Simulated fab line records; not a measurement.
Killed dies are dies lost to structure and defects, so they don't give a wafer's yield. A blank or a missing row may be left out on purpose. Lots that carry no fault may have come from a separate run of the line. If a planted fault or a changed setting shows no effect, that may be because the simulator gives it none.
The tool behind it: which one? ; flow nand-harc ; 24 lots (72 wafers sampled), 1 step of a 1302-step route

== WHAT THE GAUGES SHOWED, per wafer ==
NHARC_P_BONDPAD_CD_MEAS_13.
lot;measured;on;cd-nm (nm)
L074;day 6 11:08;cd-sem-01;499.5 498.1 500.9
L075;day 6 23:56;cd-sem-03;498.5 499.2 501.5
L076;day 7 08:05;cd-sem-03;499.7 499.3 500.4
L077;day 7 18:03;cd-sem-01;497.2 498.3 497.9
L078;day 8 07:03;cd-sem-03;499.1 497.5 501.0
L079;day 8 16:44;cd-sem-01;500.1 501.8 500.7
L080;day 9 07:24;cd-sem-02;504.4 501.5 499.5
L081;day 9 14:28;cd-sem-03;504.2 501.2 504.6
L082;day 10 05:06;cd-sem-01;498.2 495.8 496.7
L083;day 10 17:25;cd-sem-03;499.1 502.8 502.6
L084;day 11 01:35;cd-sem-01;496.9 495.6 493.7
L085;day 11 09:59;cd-sem-02;498.9 502.4 499.3
L086;day 11 16:41;cd-sem-02;499.0 501.5 499.2
L088;day 12 20:58;cd-sem-01;502.9 501.5 501.4
L087;day 12 21:13;cd-sem-03;496.3 504.0 499.1
L089;day 12 22:39;cd-sem-02;498.8 498.1 501.8
L090;day 13 07:18;cd-sem-03;498.2 501.9 502.5
L091;day 13 16:00;cd-sem-01;498.2 492.6 495.8
L092;day 14 07:31;cd-sem-02;496.3 500.2 500.3
L093;day 14 19:16;cd-sem-03;497.6 503.4 503.3
L094;day 15 04:48;cd-sem-02;500.2 500.7 499.9
L095;day 15 08:05;cd-sem-02;500.3 498.7 502.4
L096;day 16 00:17;cd-sem-01;494.1 499.5 495.8
L097;day 16 08:56;cd-sem-02;502.2 499.0 498.4

== WHICH TOOL RAN EACH LOT (tool, then ch and the chambers of the sampled wafers, then the start) ==
The record holds no process step before these readings.

== WHAT THE TOOLS THEMSELVES READ (means of the sampled wafers that have a number; where no wafer has one, the mark that the record gives instead) ==
The record holds no such reading with a usual standard deviation.

== THE ANSWER, worked out from the rows above alone ==
Rule: what is usual is taken from the lots themselves. Put in order of their means at a reading, lots are off if they are a third of the lots or fewer, leave a main group of 4 or more, and stand apart from it by a gap of 3 or more times the standard deviation of the main group's means; of several such gaps the widest counts. Not used: any main group whose means are identical at the precision the tables above print for the reading. Also off: a lot with no number at a reading for which 4 or more lots have one. All remaining lots with rows at the step are treated as sound. First the gauges in route order, then the tools' own readings, where a lot's mean is used as printed above. At the first step where some lot is off, the reading lying furthest off is the one used; lots without a number count as furthest.
Across all readings shown, no lot is off: no conclusion can be drawn from this.

== WHAT WAS PUT IN BY THE SIMULATOR ==
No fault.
